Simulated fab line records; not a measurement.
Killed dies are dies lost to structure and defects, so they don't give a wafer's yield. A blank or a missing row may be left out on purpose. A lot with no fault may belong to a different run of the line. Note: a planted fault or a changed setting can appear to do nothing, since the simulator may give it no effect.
Comparing a struck lot with a sound one | flow n5 finfet | 13 steps out of a route of 1938
Sound: these wafers, L840.1, L840.4, L840.5. Struck: wafer L856.3; the same lot's L856.4 was not struck, so it is left out; see the end for the cause.
Each step with rows lists, per side, the tool, then ch with its chambers, then its first start. Under that, the readings that differ: sound wafers | struck wafers | difference of the means | sigmas: that difference in standard deviations of wafers without a fault.
alike: readings whose means differ by less than 2 such deviations, and words and numbers that are the same on both sides. not compared: withheld readings, readings that some wafer has no value for, bounds like >300 that may hide the same value, and numbers for which the record gives no deviation and whose values overlap.
Wherever a step has rows on one side only, a row that says differs or no value, or a row with sigmas, the two part there. Non-overlapping numbers with no deviation appear without sigmas and do not part them. A reading missing from all wafers of one side parts the sides only when that side holds two or more wafers.

N5_HKMG_FIN_ALD_72: deposits W, target thk 2 nm, pulse time 1 s, purge time 2 s.
  sound on cvd w-02 ch 0,1, day 4 19:17; struck on cvd w-01 ch 1, day 9 00:12
  reading                    | sound             | struck | difference | sigmas
  heater power w (W)         | 558 498 495       | 426    | -91        | -2
  precursor pulse height rel | 1.004 0.988 1.003 | 0.955  | -0.043     | -2
then, 4 steps without rows for these wafers: N5_HKMG_FIN_W_FILL_22 (material W, target thk 60 nm, time 18.2 s); N5_HKMG_FIN_PRECLEAN_83 (cleans in DIW, time 57.5 s); N5_HKMG_FIN_SRD_84 (dry time 32 s); N5_HKMG_FIN_CMP_23 (polishes, stops on SiNx, t overpolish 10 s, target thk 46.326 nm).
N5_HKMG_FIN_CMP_94: polishes, stops on SiNx, t overpolish 4.7 s, target thk 43.299 nm.
  sound on cmp-02 ch 0,1,3, day 4 19:59; struck on cmp-02 ch 1, day 9 00:57
  reading                 | sound             | struck | difference | sigmas
  edge zone pressure frac | 1.008 1.008 1.001 | 0.995  | -0.011     | -2
  alike: motor current A
N5_HKMG_FIN_INSPECT_28: inspects for defects (darkfield).
  sound: defect inspect-01 at day 4 20:10; struck: defect inspect-01 at day 9 01:11
  alike: raw defect count
N5_GATE_CUT_ETCHBACK_00: etches W in SF6/Cl2.
  sound on rie metal-01 ch 0,1, day 4 20:12; struck on rie metal-03 ch 0, day 9 01:15
  alike: drypump motor current A, he backside leak sccm, oes product au, throttle valve pct
  not compared: rf hours counter h
then, 2 steps without rows for these wafers: N5_GATE_CUT_ETCH_56 (etches TiN in Cl2/Ar, target depth 21.6 nm); N5_GATE_CUT_ETCHBACK_30 (etches TiN in Cl2/Ar, target depth 3 nm).
N5_GATE_CUT_VAPOR_ETCH_60: etches HfO2 in BCl3/Cl2.
  sound on rie metal-01 ch 0,1, day 4 20:26; struck on rie metal-03 ch 0, day 9 01:28
  alike: drypump motor current A, he backside leak sccm, oes product au
N5_GATE_CUT_ETCH_58: etches SiNx in CH3F/O2, target depth 17 nm, time 128.6 s.
  sound on rie diel-05 ch 0,1,3, day 4 20:29; struck on rie diel-03 ch 2, day 9 01:30
  reading                              | sound            | struck | difference | sigmas
  model.etch.depth nm (nm)             | 17.06 17.1 16.91 | 13.93  | -3.09      |
  model.SiNx_of_SDB_ALD_29.thk nm (nm) | 24.6 24.6 24.6   | 25.2   | +0.6       |
  alike: drypump motor current A, oes product au, rf vpp V, showerhead plenum p Torr, throttle valve pct
  not compared: rf hours counter h
N5_GATE_CUT_STRIP_59: strips in N2/H2, time 20 s.
  sound on rie diel-05 ch 0,1,3, day 4 20:35; struck on rie diel-03 ch 2, day 9 01:37
  alike: drypump motor current A, oes product au, rf vpp V, showerhead plenum p Torr, temp c, throttle valve pct
  not compared: rf hours counter h

## WHERE THEY PART
At N5_HKMG_FIN_ALD_72 first; at N5_HKMG_FIN_CMP_94 last (within this record only). Later steps at which nothing parts them and some readings are alike: N5_HKMG_FIN_INSPECT_28, N5_GATE_CUT_ETCHBACK_00, N5_GATE_CUT_VAPOR_ETCH_60, N5_GATE_CUT_ETCH_58, N5_GATE_CUT_STRIP_59.

WHY: whatever the simulator had introduced
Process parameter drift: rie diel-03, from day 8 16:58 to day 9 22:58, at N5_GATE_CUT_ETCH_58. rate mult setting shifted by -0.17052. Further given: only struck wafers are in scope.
